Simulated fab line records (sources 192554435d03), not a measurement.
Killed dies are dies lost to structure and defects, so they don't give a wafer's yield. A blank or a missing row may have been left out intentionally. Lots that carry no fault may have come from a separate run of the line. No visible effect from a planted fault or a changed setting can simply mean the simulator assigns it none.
Struck lot and sound lot, side by side    flow n5 finfet    15 steps out of a route of 1938
Sound: these wafers, L597.3, L597.5, L597.6. Wafers struck: L598.1, L598.5, L598.6. The cause is given at the end.
Order at every step that has rows: each side's tool, ch and its chambers, its first start. Under that, the readings that differ: sound wafers    struck wafers    difference of the means    sigmas: that difference in standard deviations of wafers without a fault.
alike: a reading whose means differ by less than 2 such deviations, as well as words and numbers matching on both sides. not compared: withheld readings; readings where some wafer has no value; bounds like >300 that might hide an equal value; numbers whose values overlap and for which the record gives no deviation.
The two part at a step that has a row with sigmas, a row that says differs or no value, or rows on one side only. Numbers that have no deviation but don't overlap get no sigmas and don't part them. A reading that every wafer of one side lacks parts them only if that side has two wafers or more.

first, 1 step without rows for these wafers: N5_PASSIVATION_HARDBAKE_31 (time 120 s).
N5_PASSIVATION_CD_MEAS_30: the cd target is 4000 nm.
  sound on cd sem-01 ch 0, day 12 20:02; struck on cd sem-02 ch 0, day 13 15:44
  alike: cd nm
N5_PASSIVATION_OVL_MEAS_63:
  sound on overlay-02 ch 0, day 12 20:04; struck on overlay-02 ch 0, day 13 15:46
  alike: PAD_OVL
N5_PASSIVATION_INSPECT_64: inspects for defects (macro).
  sound: defect inspect-01 at day 12 20:05; struck: defect inspect-01 at day 13 15:47
  alike: raw defect count
N5_PASSIVATION_DESCUM_32: chemistry O2, time 7.9 s.
  sound on rie diel-04 ch 0,3, day 12 20:20; struck on rie diel-04 ch 1,2, day 13 15:50
  alike: drypump motor current A, oes product au, rf vpp V, showerhead plenum p Torr, temp c, throttle valve pct
  not compared: rf hours counter h
N5_PASSIVATION_AL_ETCH_33: etches Al in Cl2/BCl3, stops on TaN, target depth 2800 nm, time 466.7 s.
  sound on rie metal-02 ch 0,1, day 12 20:33; struck on rie metal-02 ch 0,1, day 13 15:55
  alike: bias w, drypump motor current A, oes product au, throttle valve pct
  not compared: rf hours counter h
N5_PASSIVATION_ETCH_59: etches TaN in Cl2/BCl3, target depth 65 nm, time 34.9 s.
  sound on rie metal-02 ch 0,1, day 12 20:50; struck on rie metal-02 ch 0,1, day 13 16:19
  alike: bias w, drypump motor current A, oes product au, throttle valve pct
  not compared: rf hours counter h
N5_PASSIVATION_STRIP_34: strips in O2.
  sound on rie diel-05 ch 0,2, day 12 20:56; struck on rie diel-05 ch 0,1, day 13 16:35
  alike: drypump motor current A, oes product au, rf vpp V, showerhead plenum p Torr, temp c, throttle valve pct
  not compared: rf hours counter h
then, 4 steps without rows for these wafers: N5_PASSIVATION_STRIP_51 (strips in post etch residue remover, time 1200 s); N5_PASSIVATION_CLEAN_69 (cleans in IPA, time 180 s); N5_PASSIVATION_SRD_70 (time 30 s); N5_PASSIVATION_PECVD_53 (deposits SiO2 from TEOS/O2, target thk 800 nm, time 169.4 s).
N5_PASSIVATION_PECVD_35: deposits SiNx from SiH4/NH3/N2, target thk 700 nm, time 151.3 s.
  sound on pecvd-04 ch 0,1, day 12 22:06; struck on pecvd-02 ch 1,2, day 13 17:11
  no value came back on the struck wafers for any of 6 readings (chamber pressure Torr (Torr), heater power outer w (W) and others); on the sound wafers chamber pressure Torr (Torr) reads 4.896 4.913 4.900
then, 1 step without rows for these wafers: N5_PASSIVATION_HMDS_37 (time 60 s).
N5_PASSIVATION_PROBE_49:
  only the struck wafers here have rows in the record (prober-01, day 13 21:56); the sound ones have none

WHERE THEY PART
First at N5_PASSIVATION_PECVD_35; last, within this record, at N5_PASSIVATION_PROBE_49.

WHY: whatever the simulator had introduced
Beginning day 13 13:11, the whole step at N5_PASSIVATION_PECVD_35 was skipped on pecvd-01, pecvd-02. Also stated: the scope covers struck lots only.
